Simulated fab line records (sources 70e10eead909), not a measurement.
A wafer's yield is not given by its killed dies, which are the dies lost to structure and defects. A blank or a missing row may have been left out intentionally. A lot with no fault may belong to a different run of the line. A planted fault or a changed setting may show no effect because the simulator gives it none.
A single fault, viewed from 2 desks	flow nand harc	every desk sees just its own numbers, and what lay behind them comes last

== THE TOOL OWNER'S DESK: pecvd-03 ==
The tool's own readings at NHARC_A_CONTACT_DEP_29 (deposits SiON, target thk 70 nm): means of the sampled wafers that have a number, for each lot that ran on this tool. Any lot whose mean is over 4 standard deviations away from the usual mean is out of limits and marked OUT; that distance is given in the brackets.
Columns: A = heater power outer w at NHARC_A_CONTACT_DEP_29, usual 462 W; B = heater power w at NHARC_A_CONTACT_DEP_29, usual 751 W; C = rf fwd power W at NHARC_A_CONTACT_DEP_29, usual 348.6 W
lot	first seen here	A	B	C
L353	day 16 21:08	474	740	348.3
L354	day 16 21:20	496	775	347.7
L355	day 17 14:42	440	734	328.8 (-17) OUT
L373	day 21 15:06	450	690	348.5
This desk's verdict: out of limits on L355, starting with L355 at day 17 14:42 (rf fwd power W at NHARC_A_CONTACT_DEP_29). L353, L354, L373 stayed within limits.

== THE DEFECT DESK ==
For each lot, the counts of the inspections along the route, averaged over the sampled wafers that have a number. Any lot whose mean is over 4 standard deviations away from the usual mean is out of limits and marked OUT; that distance is given in the brackets.
Columns: A = raw defect count at NHARC_A_WL_FILL_INSPECT_15, usual 427
lot	first seen here	A
L350	day 16 05:22	367
L353	day 16 17:11	357
L354	day 16 17:17	359
L352	day 16 22:40	311
L355	day 17 10:39	426
L363	day 19 01:11	376
L366	day 20 01:47	433
L369	day 20 07:18	549
L368	day 20 11:35	732
L371	day 20 15:01	359
L370	day 20 15:57	430
L373	day 21 08:40	544
L372	day 21 17:53	375
Finding of this desk: none of the 13 lots has anything out of limits.

== PUT TOGETHER ==
The tool owner's desk could have raised an alarm at day 17 14:42, on L355.
The defect desk saw nothing out of limits.
The defect desk has L355 on record, within its limits.
Every lot named ran NHARC_A_CONTACT_DEP_29 on pecvd-03.

== WHAT THE SIMULATOR PUT IN ==
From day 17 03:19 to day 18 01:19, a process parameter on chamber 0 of pecvd-03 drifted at NHARC_A_CONTACT_DEP_29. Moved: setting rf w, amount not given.
Shown lots that were struck: L355.
Delay in hours, fault start to first out-of-limits reading, by desk: the tool owner's desk at 11.
